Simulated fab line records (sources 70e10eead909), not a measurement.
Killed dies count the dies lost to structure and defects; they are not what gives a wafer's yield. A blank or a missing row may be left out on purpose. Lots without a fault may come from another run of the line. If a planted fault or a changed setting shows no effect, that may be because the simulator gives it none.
fab line records || flow nandHarc
record {"lots": 14, "wafers": 42, "lastDay": 33}
route steps=1302 shown A_START@389 A_SOURCE_PLATE@423 A_ONON_D1@437
lots that met no fault: taken from a fault-free run of the same line
startH: start of the lot's first displayed wafer, in hours after the record's first day || waitH: hours elapsed since this lot's preceding step || " unchanged from the row above || L1.1+2: a single row standing in for several wafers || - no value present, or no start provided || * or withheld: withheld || < > ~ a bound
route shown NAME@n: NAME is a module with steps in the file, n the number in the route of the first one || usual: average and standard deviation across the fault-free wafers || same: alike in all rows || chamber/n: place in a boat || sites: per-site readings || _std_site: standard deviation across them || _edge_site: inner sites' mean taken away from outer sites' mean || radiusMm: for every site, how far away it sits from the centre of the wafer || mask NAME#n: copy n || behind: the most recent tool/chamber to have shaped the wafer || hold: what put the lot on hold/how long, in hours/how the hold closed || device: transistor that didn't switch, given as n, p or np || end of line: the same wafers' tests at the end of the route || for a step that has no rows: nothing shown but its recipe || killed: count of dies lost to structure and defects at first sort (not the wafer's yield) || map: a wafer's dies, x killed, . not, _ none there
set.NAME: the run value of the setting; set.NAME@STEP: its run value at that earlier step || model.NAME: the simulator's own value behind a step, which no gauge read
route steps across a sampled set of lots; one table per step, one row per wafer
services: the hour from which a tool's chamber was out of use, counted from the record's first day as startH (under 0 if before that day), plus the number of hours and why
## steps
# step NHARC_A_START_INSPECT_01
# usual {"rawDefectCount": "3.4/1.8"}
{"lot.wafer": "L567.1", "tool": "defectInspect-02", "chamber": "-", "startH": 131.34, "waitH": "-", "rawDefectCount": 1}
{"lot.wafer": "L567.3", "tool": "defectInspect-02", "chamber": "-", "startH": 131.34, "waitH": "-", "rawDefectCount": 2}
{"lot.wafer": "L567.5", "tool": "defectInspect-02", "chamber": "-", "startH": 131.34, "waitH": "-", "rawDefectCount": 6}
{"lot.wafer": "L568.2", "tool": "defectInspect-02", "chamber": "-", "startH": 153.37, "waitH": "-", "rawDefectCount": 1}
{"lot.wafer": "L568.3", "tool": "defectInspect-02", "chamber": "-", "startH": 153.37, "waitH": "-", "rawDefectCount": 1}
{"lot.wafer": "L568.4", "tool": "defectInspect-02", "chamber": "-", "startH": 153.37, "waitH": "-", "rawDefectCount": 6}
{"lot.wafer": "L571.2", "tool": "defectInspect-01", "chamber": "-", "startH": 181.45, "waitH": "-", "rawDefectCount": 3}
{"lot.wafer": "L571.4", "tool": "defectInspect-01", "chamber": "-", "startH": 181.45, "waitH": "-", "rawDefectCount": 5}
{"lot.wafer": "L571.6", "tool": "defectInspect-01", "chamber": "-", "startH": 181.45, "waitH": "-", "rawDefectCount": 8}
{"lot.wafer": "L577.1", "tool": "defectInspect-01", "chamber": "-", "startH": 240.66, "waitH": "-", "rawDefectCount": 3}
{"lot.wafer": "L577.3", "tool": "defectInspect-01", "chamber": "-", "startH": 240.66, "waitH": "-", "rawDefectCount": 5}
{"lot.wafer": "L577.5", "tool": "defectInspect-01", "chamber": "-", "startH": 240.66, "waitH": "-", "rawDefectCount": 5}
{"lot.wafer": "L578.2", "tool": "defectInspect-02", "chamber": "-", "startH": 249.38, "waitH": "-", "rawDefectCount": 4}
{"lot.wafer": "L578.3", "tool": "defectInspect-02", "chamber": "-", "startH": 249.38, "waitH": "-", "rawDefectCount": 5}
{"lot.wafer": "L578.6", "tool": "defectInspect-02", "chamber": "-", "startH": 249.38, "waitH": "-", "rawDefectCount": 5}
{"lot.wafer": "L579.1", "tool": "defectInspect-02", "chamber": "-", "startH": 253.25, "waitH": "-", "rawDefectCount": 3}
{"lot.wafer": "L579.3", "tool": "defectInspect-02", "chamber": "-", "startH": 253.25, "waitH": "-", "rawDefectCount": 3}
{"lot.wafer": "L579.4", "tool": "defectInspect-02", "chamber": "-", "startH": 253.25, "waitH": "-", "rawDefectCount": 1}
{"lot.wafer": "L580.1", "tool": "defectInspect-02", "chamber": "-", "startH": 267.79, "waitH": "-", "rawDefectCount": 5}
{"lot.wafer": "L580.2", "tool": "defectInspect-02", "chamber": "-", "startH": 267.79, "waitH": "-", "rawDefectCount": 3}
{"lot.wafer": "L580.6", "tool": "defectInspect-02", "chamber": "-", "startH": 267.79, "waitH": "-", "rawDefectCount": 3}
{"lot.wafer": "L581.1", "tool": "defectInspect-01", "chamber": "-", "startH": 289.98, "waitH": "-", "rawDefectCount": 2}
{"lot.wafer": "L581.3", "tool": "defectInspect-01", "chamber": "-", "startH": 289.98, "waitH": "-", "rawDefectCount": 2}
{"lot.wafer": "L581.5", "tool": "defectInspect-01", "chamber": "-", "startH": 289.98, "waitH": "-", "rawDefectCount": 2}
{"lot.wafer": "L583.1", "tool": "defectInspect-02", "chamber": "-", "startH": 308.38, "waitH": "-", "rawDefectCount": 4}
{"lot.wafer": "L583.2", "tool": "defectInspect-02", "chamber": "-", "startH": 308.38, "waitH": "-", "rawDefectCount": 3}
{"lot.wafer": "L583.4", "tool": "defectInspect-02", "chamber": "-", "startH": 308.38, "waitH": "-", "rawDefectCount": 8}
{"lot.wafer": "L585.4", "tool": "defectInspect-02", "chamber": "-", "startH": 314.66, "waitH": "-", "rawDefectCount": 3}
{"lot.wafer": "L585.5", "tool": "defectInspect-02", "chamber": "-", "startH": 314.66, "waitH": "-", "rawDefectCount": 3}
{"lot.wafer": "L585.6", "tool": "defectInspect-02", "chamber": "-", "startH": 314.66, "waitH": "-", "rawDefectCount": 3}
{"lot.wafer": "L586.1", "tool": "defectInspect-02", "chamber": "-", "startH": 332.37, "waitH": "-", "rawDefectCount": 3}
{"lot.wafer": "L586.4", "tool": "defectInspect-02", "chamber": "-", "startH": 332.37, "waitH": "-", "rawDefectCount": 4}
{"lot.wafer": "L586.5", "tool": "defectInspect-02", "chamber": "-", "startH": 332.37, "waitH": "-", "rawDefectCount": 3}
{"lot.wafer": "L587.1", "tool": "defectInspect-02", "chamber": "-", "startH": 332.81, "waitH": "-", "rawDefectCount": 2}
{"lot.wafer": "L587.4", "tool": "defectInspect-02", "chamber": "-", "startH": 332.81, "waitH": "-", "rawDefectCount": 4}
{"lot.wafer": "L587.5", "tool": "defectInspect-02", "chamber": "-", "startH": 332.81, "waitH": "-", "rawDefectCount": 4}
{"lot.wafer": "L588.1", "tool": "defectInspect-01", "chamber": "-", "startH": 342.64, "waitH": "-", "rawDefectCount": 5}
{"lot.wafer": "L588.3", "tool": "defectInspect-01", "chamber": "-", "startH": 342.64, "waitH": "-", "rawDefectCount": 1}
{"lot.wafer": "L588.5", "tool": "defectInspect-01", "chamber": "-", "startH": 342.64, "waitH": "-", "rawDefectCount": 2}
{"lot.wafer": "L590.1", "tool": "defectInspect-01", "chamber": "-", "startH": 371.69, "waitH": "-", "rawDefectCount": 1}
{"lot.wafer": "L590.3", "tool": "defectInspect-01", "chamber": "-", "startH": 371.69, "waitH": "-", "rawDefectCount": 4}
{"lot.wafer": "L590.4", "tool": "defectInspect-01", "chamber": "-", "startH": 371.69, "waitH": "-", "rawDefectCount": 6}
# step NHARC_A_SOURCE_PLATE_INSPECT_08
# usual {"rawDefectCount": "57/20"}
{"lot.wafer": "L567.1", "tool": "defectInspect-02", "chamber": "-", "startH": 153.11, "waitH": 0.0, "rawDefectCount": 56}
{"lot.wafer": "L567.3", "tool": "defectInspect-02", "chamber": "-", "startH": 153.11, "waitH": 0.0, "rawDefectCount": 72}
{"lot.wafer": "L567.5", "tool": "defectInspect-02", "chamber": "-", "startH": 153.11, "waitH": 0.0, "rawDefectCount": 72}
{"lot.wafer": "L568.2", "tool": "defectInspect-02", "chamber": "-", "startH": 177.57, "waitH": 0.0, "rawDefectCount": 57}
{"lot.wafer": "L568.3", "tool": "defectInspect-02", "chamber": "-", "startH": 177.57, "waitH": 0.0, "rawDefectCount": 78}
{"lot.wafer": "L568.4", "tool": "defectInspect-02", "chamber": "-", "startH": 177.57, "waitH": 0.0, "rawDefectCount": 74}
{"lot.wafer": "L571.2", "tool": "defectInspect-02", "chamber": "-", "startH": 207.26, "waitH": 0.0, "rawDefectCount": 112}
{"lot.wafer": "L571.4", "tool": "defectInspect-02", "chamber": "-", "startH": 207.26, "waitH": 0.0, "rawDefectCount": 93}
{"lot.wafer": "L571.6", "tool": "defectInspect-02", "chamber": "-", "startH": 207.26, "waitH": 0.0, "rawDefectCount": 95}
{"lot.wafer": "L577.1", "tool": "defectInspect-01", "chamber": "-", "startH": 266.39, "waitH": 0.0, "rawDefectCount": 83}
{"lot.wafer": "L577.3", "tool": "defectInspect-01", "chamber": "-", "startH": 266.39, "waitH": 0.0, "rawDefectCount": 36}
{"lot.wafer": "L577.5", "tool": "defectInspect-01", "chamber": "-", "startH": 266.39, "waitH": 0.0, "rawDefectCount": 38}
{"lot.wafer": "L578.2", "tool": "defectInspect-02", "chamber": "-", "startH": 273.62, "waitH": 0.0, "rawDefectCount": 77}
{"lot.wafer": "L578.3", "tool": "defectInspect-02", "chamber": "-", "startH": 273.62, "waitH": 0.0, "rawDefectCount": 49}
{"lot.wafer": "L578.6", "tool": "defectInspect-02", "chamber": "-", "startH": 273.62, "waitH": 0.0, "rawDefectCount": 96}
{"lot.wafer": "L579.1", "tool": "defectInspect-01", "chamber": "-", "startH": 273.62, "waitH": 0.0, "rawDefectCount": 69}
{"lot.wafer": "L579.3", "tool": "defectInspect-01", "chamber": "-", "startH": 273.62, "waitH": 0.0, "rawDefectCount": 30}
{"lot.wafer": "L579.4", "tool": "defectInspect-01", "chamber": "-", "startH": 273.62, "waitH": 0.0, "rawDefectCount": 69}
{"lot.wafer": "L580.1", "tool": "defectInspect-02", "chamber": "-", "startH": 290.37, "waitH": 0.0, "rawDefectCount": 40}
{"lot.wafer": "L580.2", "tool": "defectInspect-02", "chamber": "-", "startH": 290.37, "waitH": 0.0, "rawDefectCount": 44}
{"lot.wafer": "L580.6", "tool": "defectInspect-02", "chamber": "-", "startH": 290.37, "waitH": 0.0, "rawDefectCount": 49}
{"lot.wafer": "L581.1", "tool": "defectInspect-01", "chamber": "-", "startH": 314.04, "waitH": 0.0, "rawDefectCount": 79}
{"lot.wafer": "L581.3", "tool": "defectInspect-01", "chamber": "-", "startH": 314.04, "waitH": 0.0, "rawDefectCount": 35}
{"lot.wafer": "L581.5", "tool": "defectInspect-01", "chamber": "-", "startH": 314.04, "waitH": 0.0, "rawDefectCount": 76}
{"lot.wafer": "L583.1", "tool": "defectInspect-02", "chamber": "-", "startH": 332.05, "waitH": 0.0, "rawDefectCount": 45}
{"lot.wafer": "L583.2", "tool": "defectInspect-02", "chamber": "-", "startH": 332.05, "waitH": 0.0, "rawDefectCount": 37}
{"lot.wafer": "L583.4", "tool": "defectInspect-02", "chamber": "-", "startH": 332.05, "waitH": 0.0, "rawDefectCount": 31}
{"lot.wafer": "L585.4", "tool": "defectInspect-01", "chamber": "-", "startH": 340.23, "waitH": 0.0, "rawDefectCount": 44}
{"lot.wafer": "L585.5", "tool": "defectInspect-01", "chamber": "-", "startH": 340.23, "waitH": 0.0, "rawDefectCount": 57}
{"lot.wafer": "L585.6", "tool": "defectInspect-01", "chamber": "-", "startH": 340.23, "waitH": 0.0, "rawDefectCount": 39}
{"lot.wafer": "L587.1", "tool": "defectInspect-01", "chamber": "-", "startH": 357.24, "waitH": 0.0, "rawDefectCount": 44}
{"lot.wafer": "L587.4", "tool": "defectInspect-01", "chamber": "-", "startH": 357.24, "waitH": 0.0, "rawDefectCount": 39}
{"lot.wafer": "L587.5", "tool": "defectInspect-01", "chamber": "-", "startH": 357.24, "waitH": 0.0, "rawDefectCount": 63}
{"lot.wafer": "L586.1", "tool": "defectInspect-01", "chamber": "-", "startH": 357.29, "waitH": 0.0, "rawDefectCount": 52}
{"lot.wafer": "L586.4", "tool": "defectInspect-01", "chamber": "-", "startH": 357.29, "waitH": 0.0, "rawDefectCount": 39}
{"lot.wafer": "L586.5", "tool": "defectInspect-01", "chamber": "-", "startH": 357.29, "waitH": 0.0, "rawDefectCount": 50}
{"lot.wafer": "L588.1", "tool": "defectInspect-02", "chamber": "-", "startH": 365.64, "waitH": 0.0, "rawDefectCount": 41}
{"lot.wafer": "L588.3", "tool": "defectInspect-02", "chamber": "-", "startH": 365.64, "waitH": 0.0, "rawDefectCount": 26}
{"lot.wafer": "L588.5", "tool": "defectInspect-02", "chamber": "-", "startH": 365.64, "waitH": 0.0, "rawDefectCount": 38}
{"lot.wafer": "L590.1", "tool": "defectInspect-01", "chamber": "-", "startH": 394.30, "waitH": 0.0, "rawDefectCount": 45}
{"lot.wafer": "L590.3", "tool": "defectInspect-01", "chamber": "-", "startH": 394.30, "waitH": 0.0, "rawDefectCount": 107}
{"lot.wafer": "L590.4", "tool": "defectInspect-01", "chamber": "-", "startH": 394.30, "waitH": 0.0, "rawDefectCount": 59}
# step NHARC_A_ONON_D1_THK_MEAS_18
# recipe {"thkMeasGauge": "ellipsometry"}
# usual {"thkNm": "997/11"}
{"lot.wafer": "L567.1", "tool": "filmMetro-01", "chamber": "-", "startH": 164.07, "waitH": "-", "thkNm": 997}
{"lot.wafer": "L567.3", "tool": "filmMetro-01", "chamber": "-", "startH": 164.07, "waitH": "-", "thkNm": 996}
{"lot.wafer": "L567.5", "tool": "filmMetro-01", "chamber": "-", "startH": 164.07, "waitH": "-", "thkNm": 998}
{"lot.wafer": "L568.2", "tool": "filmMetro-01", "chamber": "-", "startH": 188.22, "waitH": "-", "thkNm": 991}
{"lot.wafer": "L568.3", "tool": "filmMetro-01", "chamber": "-", "startH": 188.22, "waitH": "-", "thkNm": 991}
{"lot.wafer": "L568.4", "tool": "filmMetro-01", "chamber": "-", "startH": 188.22, "waitH": "-", "thkNm": 990}
{"lot.wafer": "L571.2", "tool": "filmMetro-01", "chamber": "-", "startH": 220.89, "waitH": "-", "thkNm": 1011}
{"lot.wafer": "L571.4", "tool": "filmMetro-01", "chamber": "-", "startH": 220.89, "waitH": "-", "thkNm": 1010}
{"lot.wafer": "L571.6", "tool": "filmMetro-01", "chamber": "-", "startH": 220.89, "waitH": "-", "thkNm": 1010}
{"lot.wafer": "L577.1", "tool": "filmMetro-02", "chamber": "-", "startH": 276.98, "waitH": "-", "thkNm": 1021}
{"lot.wafer": "L577.3", "tool": "filmMetro-02", "chamber": "-", "startH": 276.98, "waitH": "-", "thkNm": 1022}
{"lot.wafer": "L577.5", "tool": "filmMetro-02", "chamber": "-", "startH": 276.98, "waitH": "-", "thkNm": 1020}
{"lot.wafer": "L579.1", "tool": "filmMetro-01", "chamber": "-", "startH": 284.82, "waitH": "-", "thkNm": 990}
{"lot.wafer": "L579.3", "tool": "filmMetro-01", "chamber": "-", "startH": 284.82, "waitH": "-", "thkNm": 989}
{"lot.wafer": "L579.4", "tool": "filmMetro-01", "chamber": "-", "startH": 284.82, "waitH": "-", "thkNm": 989}
{"lot.wafer": "L578.2", "tool": "filmMetro-02", "chamber": "-", "startH": 284.83, "waitH": "-", "thkNm": 1010}
{"lot.wafer": "L578.3", "tool": "filmMetro-02", "chamber": "-", "startH": 284.83, "waitH": "-", "thkNm": 1011}
{"lot.wafer": "L578.6", "tool": "filmMetro-02", "chamber": "-", "startH": 284.83, "waitH": "-", "thkNm": 1013}
{"lot.wafer": "L580.1", "tool": "filmMetro-01", "chamber": "-", "startH": 301.03, "waitH": "-", "thkNm": 1009}
{"lot.wafer": "L580.2", "tool": "filmMetro-01", "chamber": "-", "startH": 301.03, "waitH": "-", "thkNm": 1009}
{"lot.wafer": "L580.6", "tool": "filmMetro-01", "chamber": "-", "startH": 301.03, "waitH": "-", "thkNm": 1011}
{"lot.wafer": "L581.1", "tool": "filmMetro-01", "chamber": "-", "startH": 325.34, "waitH": "-", "thkNm": 981}
{"lot.wafer": "L581.3", "tool": "filmMetro-01", "chamber": "-", "startH": 325.34, "waitH": "-", "thkNm": 980}
{"lot.wafer": "L581.5", "tool": "filmMetro-01", "chamber": "-", "startH": 325.34, "waitH": "-", "thkNm": 981}
{"lot.wafer": "L583.1", "tool": "filmMetro-01", "chamber": "-", "startH": 345.84, "waitH": "-", "thkNm": 998}
{"lot.wafer": "L583.2", "tool": "filmMetro-01", "chamber": "-", "startH": 345.84, "waitH": "-", "thkNm": 999}
{"lot.wafer": "L583.4", "tool": "filmMetro-01", "chamber": "-", "startH": 345.84, "waitH": "-", "thkNm": 999}
{"lot.wafer": "L585.4", "tool": "filmMetro-02", "chamber": "-", "startH": 351.96, "waitH": "-", "thkNm": 992}
{"lot.wafer": "L585.5", "tool": "filmMetro-02", "chamber": "-", "startH": 351.96, "waitH": "-", "thkNm": 995}
{"lot.wafer": "L585.6", "tool": "filmMetro-02", "chamber": "-", "startH": 351.96, "waitH": "-", "thkNm": 996}
{"lot.wafer": "L587.1", "tool": "filmMetro-02", "chamber": "-", "startH": 367.71, "waitH": "-", "thkNm": 990}
{"lot.wafer": "L587.4", "tool": "filmMetro-02", "chamber": "-", "startH": 367.71, "waitH": "-", "thkNm": 988}
{"lot.wafer": "L587.5", "tool": "filmMetro-02", "chamber": "-", "startH": 367.71, "waitH": "-", "thkNm": 988}
{"lot.wafer": "L586.1", "tool": "filmMetro-01", "chamber": "-", "startH": 367.72, "waitH": "-", "thkNm": 996}
{"lot.wafer": "L586.4", "tool": "filmMetro-01", "chamber": "-", "startH": 367.72, "waitH": "-", "thkNm": 995}
{"lot.wafer": "L586.5", "tool": "filmMetro-01", "chamber": "-", "startH": 367.72, "waitH": "-", "thkNm": 997}
{"lot.wafer": "L588.1", "tool": "filmMetro-01", "chamber": "-", "startH": 376.38, "waitH": "-", "thkNm": 979}
{"lot.wafer": "L588.3", "tool": "filmMetro-01", "chamber": "-", "startH": 376.38, "waitH": "-", "thkNm": 979}
{"lot.wafer": "L588.5", "tool": "filmMetro-01", "chamber": "-", "startH": 376.38, "waitH": "-", "thkNm": 980}
{"lot.wafer": "L590.1", "tool": "filmMetro-02", "chamber": "-", "startH": 409.11, "waitH": "-", "thkNm": 987}
{"lot.wafer": "L590.3", "tool": "filmMetro-02", "chamber": "-", "startH": 409.11, "waitH": "-", "thkNm": 987}
{"lot.wafer": "L590.4", "tool": "filmMetro-02", "chamber": "-", "startH": 409.11, "waitH": "-", "thkNm": 987}
# step NHARC_A_ONON_D1_DEP_22
# recipe {"targetThkA": 10000, "n2FlowSccm": 2750, "n2oFlowSccm": 2000, "nh3FlowSccm": 500, "sih4FlowSccm": 210, "tempC": 400}
{"lot.wafer": "L567.1+3+5", "tool": "pecvdOnon-02", "chamber": 0, "startH": 164.72, "waitH": 0.1}
{"lot.wafer": "L568.2+3+4", "tool": "pecvdOnon-04", "chamber": 0, "startH": 188.89, "waitH": 0.1}
{"lot.wafer": "L571.2+4+6", "tool": "pecvdOnon-02", "chamber": 0, "startH": 221.57, "waitH": 0.1}
{"lot.wafer": "L577.1+3+5", "tool": "pecvdOnon-02", "chamber": 0, "startH": 277.60, "waitH": 0.1}
{"lot.wafer": "L579.1+3+4", "tool": "pecvdOnon-04", "chamber": 0, "startH": 285.44, "waitH": 0.1}
{"lot.wafer": "L578.2+3+6", "tool": "pecvdOnon-02", "chamber": 0, "startH": 285.51, "waitH": 0.1}
{"lot.wafer": "L580.1+2+6", "tool": "pecvdOnon-01", "chamber": 0, "startH": 301.65, "waitH": 0.1}
{"lot.wafer": "L581.1+3+5", "tool": "pecvdOnon-04", "chamber": 0, "startH": 325.96, "waitH": 0.1}
{"lot.wafer": "L583.1+2+4", "tool": "pecvdOnon-04", "chamber": 0, "startH": 346.46, "waitH": 0.1}
{"lot.wafer": "L585.4+5+6", "tool": "pecvdOnon-01", "chamber": 0, "startH": 352.76, "waitH": 0.2}
{"lot.wafer": "L587.1+4+5", "tool": "pecvdOnon-04", "chamber": 0, "startH": 368.33, "waitH": 0.1}
{"lot.wafer": "L586.1+4+5", "tool": "pecvdOnon-01", "chamber": 0, "startH": 368.47, "waitH": 0.1}
{"lot.wafer": "L588.1+3+5", "tool": "pecvdOnon-01", "chamber": 0, "startH": 377.00, "waitH": 0.1}
{"lot.wafer": "L590.1+3+4", "tool": "pecvdOnon-01", "chamber": 0, "startH": 409.73, "waitH": 0.1}
# step NHARC_A_ONON_D1_THK_MEAS_24
# recipe {"thkMeasGauge": "ellipsometry"}
# usual {"thkNm": "998/7.6"}
{"lot.wafer": "L567.1", "tool": "filmMetro-01", "chamber": "-", "startH": 165.23, "waitH": "-", "hold": "-", "thkNm": 985}
{"lot.wafer": "L567.3", "tool": "filmMetro-01", "chamber": "-", "startH": 165.23, "waitH": "-", "hold": "-", "thkNm": 984}
{"lot.wafer": "L567.5", "tool": "filmMetro-01", "chamber": "-", "startH": 165.23, "waitH": "-", "hold": "-", "thkNm": 983}
{"lot.wafer": "L568.2", "tool": "filmMetro-02", "chamber": "-", "startH": 189.34, "waitH": "-", "hold": "-", "thkNm": 1001}
{"lot.wafer": "L568.3", "tool": "filmMetro-02", "chamber": "-", "startH": 189.34, "waitH": "-", "hold": "-", "thkNm": 1001}
{"lot.wafer": "L568.4", "tool": "filmMetro-02", "chamber": "-", "startH": 189.34, "waitH": "-", "hold": "-", "thkNm": 1002}
{"lot.wafer": "L571.2", "tool": "filmMetro-02", "chamber": "-", "startH": 222.02, "waitH": "-", "hold": "-", "thkNm": 1006}
{"lot.wafer": "L571.4", "tool": "filmMetro-02", "chamber": "-", "startH": 222.02, "waitH": "-", "hold": "-", "thkNm": 1006}
{"lot.wafer": "L571.6", "tool": "filmMetro-02", "chamber": "-", "startH": 222.02, "waitH": "-", "hold": "-", "thkNm": 1004}
{"lot.wafer": "L577.1", "tool": "filmMetro-02", "chamber": "-", "startH": 278.11, "waitH": "-", "hold": "awaitDispo/0.2h/release", "thkNm": 932}
{"lot.wafer": "L577.3", "tool": "filmMetro-02", "chamber": "-", "startH": 278.11, "waitH": "-", "hold": "awaitDispo/0.2h/release", "thkNm": 933}
{"lot.wafer": "L577.5", "tool": "filmMetro-02", "chamber": "-", "startH": 278.11, "waitH": "-", "hold": "awaitDispo/0.2h/release", "thkNm": 930}
{"lot.wafer": "L577.1", "tool": "filmMetro-02", "chamber": "-", "startH": 278.28, "waitH": 0.2, "hold": "-", "thkNm": 932}
{"lot.wafer": "L577.3", "tool": "filmMetro-02", "chamber": "-", "startH": 278.28, "waitH": 0.2, "hold": "-", "thkNm": 933}
{"lot.wafer": "L577.5", "tool": "filmMetro-02", "chamber": "-", "startH": 278.28, "waitH": 0.2, "hold": "-", "thkNm": 931}
{"lot.wafer": "L579.1", "tool": "filmMetro-01", "chamber": "-", "startH": 285.95, "waitH": "-", "hold": "-", "thkNm": 983}
{"lot.wafer": "L579.3", "tool": "filmMetro-01", "chamber": "-", "startH": 285.95, "waitH": "-", "hold": "-", "thkNm": 986}
{"lot.wafer": "L579.4", "tool": "filmMetro-01", "chamber": "-", "startH": 285.95, "waitH": "-", "hold": "-", "thkNm": 985}
{"lot.wafer": "L578.2", "tool": "filmMetro-02", "chamber": "-", "startH": 285.97, "waitH": "-", "hold": "awaitDispo/0.2h/release", "thkNm": 933}
{"lot.wafer": "L578.3", "tool": "filmMetro-02", "chamber": "-", "startH": 285.97, "waitH": "-", "hold": "awaitDispo/0.2h/release", "thkNm": 933}
{"lot.wafer": "L578.6", "tool": "filmMetro-02", "chamber": "-", "startH": 285.97, "waitH": "-", "hold": "awaitDispo/0.2h/release", "thkNm": 933}
{"lot.wafer": "L578.2", "tool": "filmMetro-02", "chamber": "-", "startH": 286.14, "waitH": 0.2, "hold": "-", "thkNm": 932}
{"lot.wafer": "L578.3", "tool": "filmMetro-02", "chamber": "-", "startH": 286.14, "waitH": 0.2, "hold": "-", "thkNm": 933}
{"lot.wafer": "L578.6", "tool": "filmMetro-02", "chamber": "-", "startH": 286.14, "waitH": 0.2, "hold": "-", "thkNm": 934}
{"lot.wafer": "L580.1", "tool": "filmMetro-02", "chamber": "-", "startH": 302.17, "waitH": "-", "hold": "-", "thkNm": 994}
{"lot.wafer": "L580.2", "tool": "filmMetro-02", "chamber": "-", "startH": 302.17, "waitH": "-", "hold": "-", "thkNm": 994}
{"lot.wafer": "L580.6", "tool": "filmMetro-02", "chamber": "-", "startH": 302.17, "waitH": "-", "hold": "-", "thkNm": 993}
{"lot.wafer": "L581.1", "tool": "filmMetro-01", "chamber": "-", "startH": 326.47, "waitH": "-", "hold": "-", "thkNm": 1008}
{"lot.wafer": "L581.3", "tool": "filmMetro-01", "chamber": "-", "startH": 326.47, "waitH": "-", "hold": "-", "thkNm": 1007}
{"lot.wafer": "L581.5", "tool": "filmMetro-01", "chamber": "-", "startH": 326.47, "waitH": "-", "hold": "-", "thkNm": 1008}
{"lot.wafer": "L583.1", "tool": "filmMetro-01", "chamber": "-", "startH": 346.98, "waitH": "-", "hold": "-", "thkNm": 1008}
{"lot.wafer": "L583.2", "tool": "filmMetro-01", "chamber": "-", "startH": 346.98, "waitH": "-", "hold": "-", "thkNm": 1007}
{"lot.wafer": "L583.4", "tool": "filmMetro-01", "chamber": "-", "startH": 346.98, "waitH": "-", "hold": "-", "thkNm": 1008}
{"lot.wafer": "L585.4", "tool": "filmMetro-02", "chamber": "-", "startH": 353.12, "waitH": "-", "hold": "-", "thkNm": 993}
{"lot.wafer": "L585.5", "tool": "filmMetro-02", "chamber": "-", "startH": 353.12, "waitH": "-", "hold": "-", "thkNm": 994}
{"lot.wafer": "L585.6", "tool": "filmMetro-02", "chamber": "-", "startH": 353.12, "waitH": "-", "hold": "-", "thkNm": 995}
{"lot.wafer": "L587.1", "tool": "filmMetro-01", "chamber": "-", "startH": 368.84, "waitH": "-", "hold": "-", "thkNm": 998}
{"lot.wafer": "L587.4", "tool": "filmMetro-01", "chamber": "-", "startH": 368.84, "waitH": "-", "hold": "-", "thkNm": 996}
{"lot.wafer": "L587.5", "tool": "filmMetro-01", "chamber": "-", "startH": 368.84, "waitH": "-", "hold": "-", "thkNm": 997}
{"lot.wafer": "L586.1", "tool": "filmMetro-02", "chamber": "-", "startH": 368.98, "waitH": "-", "hold": "-", "thkNm": 994}
{"lot.wafer": "L586.4", "tool": "filmMetro-02", "chamber": "-", "startH": 368.98, "waitH": "-", "hold": "-", "thkNm": 993}
{"lot.wafer": "L586.5", "tool": "filmMetro-02", "chamber": "-", "startH": 368.98, "waitH": "-", "hold": "-", "thkNm": 993}
{"lot.wafer": "L588.1", "tool": "filmMetro-01", "chamber": "-", "startH": 377.51, "waitH": "-", "hold": "-", "thkNm": 1009}
{"lot.wafer": "L588.3", "tool": "filmMetro-01", "chamber": "-", "startH": 377.51, "waitH": "-", "hold": "-", "thkNm": 1007}
{"lot.wafer": "L588.5", "tool": "filmMetro-01", "chamber": "-", "startH": 377.51, "waitH": "-", "hold": "-", "thkNm": 1009}
{"lot.wafer": "L590.1", "tool": "filmMetro-02", "chamber": "-", "startH": 410.24, "waitH": "-", "hold": "-", "thkNm": 1002}
{"lot.wafer": "L590.3", "tool": "filmMetro-02", "chamber": "-", "startH": 410.24, "waitH": "-", "hold": "-", "thkNm": 1003}
{"lot.wafer": "L590.4", "tool": "filmMetro-02", "chamber": "-", "startH": 410.24, "waitH": "-", "hold": "-", "thkNm": 1003}
## services
{"tool": "pecvdOnon-02", "chamber": "-", "startH": 185.00, "hours": 13.0, "kind": "pm"}
{"tool": "pecvdOnon-01", "chamber": "-", "startH": 269.34, "hours": 13.0, "kind": "pm"}
{"tool": "pecvdOnon-02", "chamber": "-", "startH": 298.05, "hours": 13.9, "kind": "repair"}
{"tool": "pecvdOnon-04", "chamber": "-", "startH": 311.11, "hours": 13.0, "kind": "pm"}
{"tool": "pecvdOnon-02", "chamber": "-", "startH": 366.00, "hours": 13.0, "kind": "pm"}
## key
firstSign {"step": "NHARC_A_ONON_D1_THK_MEAS_24", "reading": "visit", "direction": "added"}
effect {"step": "NHARC_A_ONON_D1_THK_MEAS_24", "reading": "thkNm", "direction": "down", "sigmas": 8.7, "usual": 998, "struck": 932}
metAt NHARC_A_ONON_D1_DEP_22
struckLots L577,L578
laterRowsLeftOut L577.1,L577.3,L577.5,L578.2,L578.3,L578.6
sortLeftOut L577.1,L577.3,L577.5,L578.2,L578.3,L578.6
testerLeftOut L577,L578
notActingAt NHARC_A_START_INSPECT_01,NHARC_A_SOURCE_PLATE_INSPECT_08,NHARC_A_ONON_D1_THK_MEAS_18
onsetBetween 221.57 277.60
fault {"kind": "processParameterDrift", "tool": "pecvdOnon-02", "chamber": "-", "onsetH": 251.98, "steps": "NHARC_A_ONON_D1_DEP_22", "channel": "targetThkA", "offset": "*", "shape": "step", "endH": 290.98, "actsIn": "*", "stated": "*"}
# testerLeftOut: of these lots the tester's yield and bins aren't shown, on N5 and GAA mostly nor the transistor test; their killed dies are dies lost to structure and defects alone, not to doping, threshold or leakage, so they don't give the yield
# sortLeftOut: the simulated sort isn't trusted on such a fault, so these wafers' sort isn't shown, and their yield isn't known
# laterRowsLeftOut: the simulator's readings of these wafers behind a module that went badly wrong aren't trusted and aren't shown, but for the sort
